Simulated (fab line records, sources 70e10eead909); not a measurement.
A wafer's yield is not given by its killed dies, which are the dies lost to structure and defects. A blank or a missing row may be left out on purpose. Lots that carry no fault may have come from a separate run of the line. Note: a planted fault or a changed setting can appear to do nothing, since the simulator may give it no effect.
The tool behind it: which one? ; flow nand harc ; Sampling: 12 lots, 36 wafers, 4 of 1159 route steps

## WHAT THE GAUGES SHOWED, per wafer
The record lacks any reading of a measuring or inspecting step that a usual standard deviation could be used to judge.

## TOOL THAT RAN EACH LOT (tool first, then ch and the chambers of the sampled wafers, then the start)
lot;NHARC_THIN_TSV_CMP_01;NHARC_THIN_TSV_ANNEAL_52;NHARC_THIN_TSV_ETCH_59;NHARC_THIN_TSV_STRIP_56
L136;cmp-01 ch 0,1,3, day 19 09:35;rtp anneal-02 ch 0, day 19 15:07;rie metal-01 ch 0,1, day 19 17:17;plasma asher-02 ch 0,1, day 19 17:41
L137;cmp-01 ch 0,3, day 19 10:43;rtp anneal-02 ch 0, day 19 16:29;rie metal-02 ch 0,1, day 19 18:44;plasma asher-02 ch 0,1, day 19 19:05
L139;cmp-02 ch 0,1,3, day 19 23:03;rtp anneal-01 ch 0, day 20 05:32;rie metal-03 ch 0,1, day 20 07:40;plasma asher-01 ch 0,1, day 20 08:02
L141;cmp-02 ch 0,1,3, day 20 09:28;rtp anneal-01 ch 0, day 20 14:59;rie metal-01 ch 0,1, day 20 17:07;plasma asher-02 ch 0,1, day 20 17:28
L140;cmp-04 ch 0,2,3, day 20 17:05;rtp anneal-01 ch 0, day 20 22:44;rie metal-01 ch 0,1, day 21 00:55;plasma asher-02 ch 0,1, day 21 01:20
L148;cmp-04 ch 0,1,3, day 22 09:43;rtp anneal-01 ch 0, day 22 14:58;rie metal-03 ch 0,1, day 22 17:26;plasma asher-02 ch 0,1, day 22 17:50
L147;cmp-02 ch 0,2,3, day 22 11:00;rtp anneal-01 ch 0, day 22 16:24;rie metal-03 ch 0,1, day 22 18:36;plasma asher-02 ch 0,1, day 22 18:59
L155;cmp-04 ch 0,2,3, day 23 22:06;rtp anneal-02 ch 0, day 24 03:34;rie metal-03 ch 0,1, day 24 05:46;plasma asher-02 ch 1, day 24 06:08
L153;cmp-01 ch 1,2,3, day 23 23:17;rtp anneal-02 ch 0, day 24 04:32;rie metal-01 ch 0,1, day 24 06:53;plasma asher-02 ch 0,1, day 24 07:14
L154;cmp-02 ch 1,2, day 24 00:31;rtp anneal-01 ch 0, day 24 06:08;rie metal-03 ch 0,1, day 24 08:14;plasma asher-02 ch 0,1, day 24 08:35
L158;cmp-01 ch 0,1,2, day 24 06:35;rtp anneal-02 ch 0, day 24 11:53;rie metal-01 ch 0,1, day 24 14:07;plasma asher-02 ch 0,1, day 24 14:46
L156;cmp-02 ch 0,2,3, day 24 07:49;rtp anneal-02 ch 0, day 24 13:01;rie metal-01 ch 0,1, day 24 15:16;plasma asher-01 ch 0,1, day 24 15:37
- NHARC_THIN_TSV_CMP_01: polishes.
- NHARC_THIN_TSV_ANNEAL_52: time 90 s.
- NHARC_THIN_TSV_ETCH_59: etches the open film in Cl2/BCl3, target depth 880 nm, time 138.1 s.
- NHARC_THIN_TSV_STRIP_56: strips in O2.

## WHAT THE TOOLS THEMSELVES READ (means of the sampled wafers that have a number; where no wafer has one, the mark that the record gives instead)
NHARC_THIN_TSV_CMP_01. Usual: edge zone pressure frac 0.999, standard deviation 0.0048; motor current A 12.0 A, standard deviation 1; slurry flow ml min 149.9, standard deviation 0.43.
lot;tool;edge zone pressure frac;motor current A (A);slurry flow ml min;flag
L136;cmp-01;0.999;11.7;149.9;
L137;cmp-01;0.999;11.9;150.1;
L139;cmp-02;1.000;12.4;149.6;
L141;cmp-02;0.999;12.7;149.8;
L140;cmp-04;0.998;12.1;150.2;
L148;cmp-04;0.997;12.9;149.8;
L147;cmp-02;0.996;12.0;149.5;
L155;cmp-04;0.999;11.8;150.3;
L153;cmp-01;1.005;12.2;149.5;
L154;cmp-02;0.999;11.5;149.7;
L158;cmp-01;1.001;11.8;149.6;
L156;cmp-02;0.999;12.1;150.2;

NHARC_THIN_TSV_ANNEAL_52. Usual: wafer_temp_C_max 225.78, standard deviation 0.21.
lot;tool;wafer_temp_C_max;flag
L136;rtp anneal-02;225.75;
L137;rtp anneal-02;225.68;
L139;rtp anneal-01;225.76;
L141;rtp anneal-01;225.59;
L140;rtp anneal-01;225.89;
L148;rtp anneal-01;225.68;
L147;rtp anneal-01;225.75;
L155;rtp anneal-02;225.68;
L153;rtp anneal-02;225.69;
L154;rtp anneal-01;225.81;
L158;rtp anneal-02;225.77;
L156;rtp anneal-02;225.78;

NHARC_THIN_TSV_ETCH_59. Usual: drypump motor current A 6.1 A, standard deviation 0.42; oes product au 1.002 a.u., standard deviation 0.0067; throttle valve pct 22.264 %, standard deviation 0.0097.
lot;tool;drypump motor current A (A);oes product au (a.u.);throttle valve pct (%);flag
L136;rie metal-01;5.6;0.993;22.254;
L137;rie metal-02;6.6;1.001;22.260;
L139;rie metal-03;6.3;1.005;22.258;
L141;rie metal-01;5.6;0.992;22.272;
L140;rie metal-01;5.6;0.993;22.265;
L148;rie metal-03;6.3;1.004;22.264;
L147;rie metal-03;6.3;1.002;22.262;
L155;rie metal-03;6.2;1.011;22.262;
L153;rie metal-01;5.6;1.007;22.265;
L154;rie metal-03;6.3;1.007;22.257;
L158;rie metal-01;5.6;1.004;22.271;
L156;rie metal-01;5.6;1.000;22.262;

NHARC_THIN_TSV_STRIP_56. Usual: drypump motor current A 5.6 A, standard deviation 0.58; heater power w 312 W, standard deviation 12.
lot;tool;drypump motor current A (A);heater power w (W);flag
L136;plasma asher-02;5.7;312;
L137;plasma asher-02;5.7;311;
L139;plasma asher-01;5.9;314;
L141;plasma asher-02;-;-;OFF
L140;plasma asher-02;-;-;OFF
L148;plasma asher-02;5.7;309;
L147;plasma asher-02;5.7;306;
L155;plasma asher-02;6.1;323;
L153;plasma asher-02;5.3;308;
L154;plasma asher-02;5.7;317;
L158;plasma asher-02;5.3;310;
L156;plasma asher-01;5.9;308;

## THE ANSWER, worked out from the rows above alone
Rule: take the mean of a lot's wafers that have a number; if it is more than 3 standard deviations from the usual mean, the lot is off. A lot without any number at a reading at which 4 lots or more have one is off too. Where the step has rows for the other lots, those lots are counted as sound. First the gauges in route order, then the tools' own readings, where a lot's mean is used as printed above. The first step at which some lot is off is used, and at that step the reading that is off furthest; a lot without a number counts as furthest.
Off: L141, L140, at NHARC_THIN_TSV_STRIP_56 (drypump motor current A). Without a number there: L141, L140.
A tool fits if, at that step or a process step before it, it ran every lot that is off, and no sound lot after the first of them. Not one of the candidates tried fits.

## WHAT THE SIMULATOR HAD PUT IN
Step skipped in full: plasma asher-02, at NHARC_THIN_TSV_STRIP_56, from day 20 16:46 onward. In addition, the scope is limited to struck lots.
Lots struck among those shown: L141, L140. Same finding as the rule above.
